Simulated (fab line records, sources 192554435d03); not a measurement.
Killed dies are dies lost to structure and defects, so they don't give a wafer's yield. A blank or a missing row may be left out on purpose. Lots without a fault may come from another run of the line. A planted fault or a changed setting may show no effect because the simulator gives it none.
Chamber matching | flow n5_finfet | N5_BEOL_M3_STRIP_19 on rie_diel-02: 4 sister chambers
The step strips in O2. 22 wafers are shown with their chamber, then 11 later ones without.

WAFERS WITH THEIR CHAMBER
wafer  | chamber | showerhead_plenum_p_Torr (Torr) | throttle_valve_pct (%) | drypump_motor_current_A (A)
L079.1 | 3       | 2.03                            | 16.95                  | 5.8
L079.2 | 2       | 2.19                            | 16.79                  | 6.0
L079.3 | 1       | 2.14                            | 16.37                  | 6.3
L079.4 | 0       | 2.07                            | 16.54                  | 5.7
L079.5 | 2       | 2.19                            | 16.80                  | 6.0
L079.6 | 1       | 2.14                            | 16.37                  | 6.3
L081.2 | 3       | 2.03                            | 16.96                  | 5.8
L081.5 | 0       | 2.07                            | 16.55                  | 5.6
L081.6 | 1       | 2.14                            | 16.40                  | 6.3
L080.1 | 2       | 2.19                            | 16.83                  | 6.1
L080.3 | 1       | 2.14                            | 16.39                  | 6.3
L080.5 | 0       | 2.07                            | 16.54                  | 5.7
L082.2 | 2       | 2.19                            | 16.82                  | 6.0
L082.3 | 0       | 2.07                            | 16.55                  | 5.6
L082.5 | 1       | 2.14                            | 16.39                  | 6.3
L083.3 | 1       | 2.14                            | 16.40                  | 6.3
L083.4 | 3       | 2.03                            | 16.97                  | 5.8
L083.5 | 0       | 2.06                            | 16.55                  | 5.6
L086.2 | 2       | 2.19                            | 16.84                  | 6.0
L086.3 | 3       | 2.02                            | 16.99                  | 5.8
L086.4 | 0       | 2.06                            | 16.56                  | 5.6
L088.1 | 3       | 2.02                            | 16.99                  | 5.8

SIGNATURES (means of the wafers above)
reading                  | chamber 0 | chamber 1 | chamber 2 | chamber 3 | scatter within a chamber
showerhead_plenum_p_Torr | 2.0667    | 2.1400    | 2.1900    | 2.0260    | 0.00375
throttle_valve_pct       | 16.5483   | 16.3867   | 16.8160   | 16.9720   | 0.0153
drypump_motor_current_A  | 5.633     | 6.300     | 6.020     | 5.800     | 0.0344
Rule: a wafer's distance from a chamber is the root of the sum, over the readings, of the square of ((its reading less the chamber's mean) divided by the reading's scatter). The wafer belongs to the nearest chamber; if the next one is less than 2 further off, it can't be placed. The scatter: the root of (the sum of the squares of (reading less its chamber's mean) over the shown wafers, divided by (wafers less chambers)).

WAFERS WITHOUT THEIR CHAMBER
wafer  | showerhead_plenum_p_Torr (Torr) | throttle_valve_pct (%) | drypump_motor_current_A (A)
L088.2 | 2.19                            | 16.85                  | 6.0
L088.4 | 2.19                            | 16.84                  | 6.0
L093.3 | 2.13                            | 16.41                  | 6.3
L093.4 | 2.18                            | 16.88                  | 6.1
L093.5 | 2.05                            | 16.61                  | 5.6
L091.1 | 2.05                            | 16.62                  | 5.7
L091.3 | 2.01                            | 17.03                  | 5.8
L091.6 | 2.13                            | 16.43                  | 6.4
L097.1 | 2.01                            | 17.04                  | 5.8
L097.2 | 2.13                            | 16.44                  | 6.3
L097.5 | 2.18                            | 16.89                  | 6.0

WHICH CHAMBER EACH WENT THROUGH
wafer  | from the rows above | in truth
L088.2 | 2                   | 2
L088.4 | 2                   | 2
L093.3 | 1                   | 1
L093.4 | 2                   | 2
L093.5 | 0                   | 0
L091.1 | 0                   | 0
L091.3 | 3                   | 3
L091.6 | 1                   | 1
L097.1 | 3                   | 3
L097.2 | 1                   | 1
L097.5 | 2                   | 2
Placed correctly: 11 of 11. Can't be placed from these rows: 0. Placed wrongly: 0.
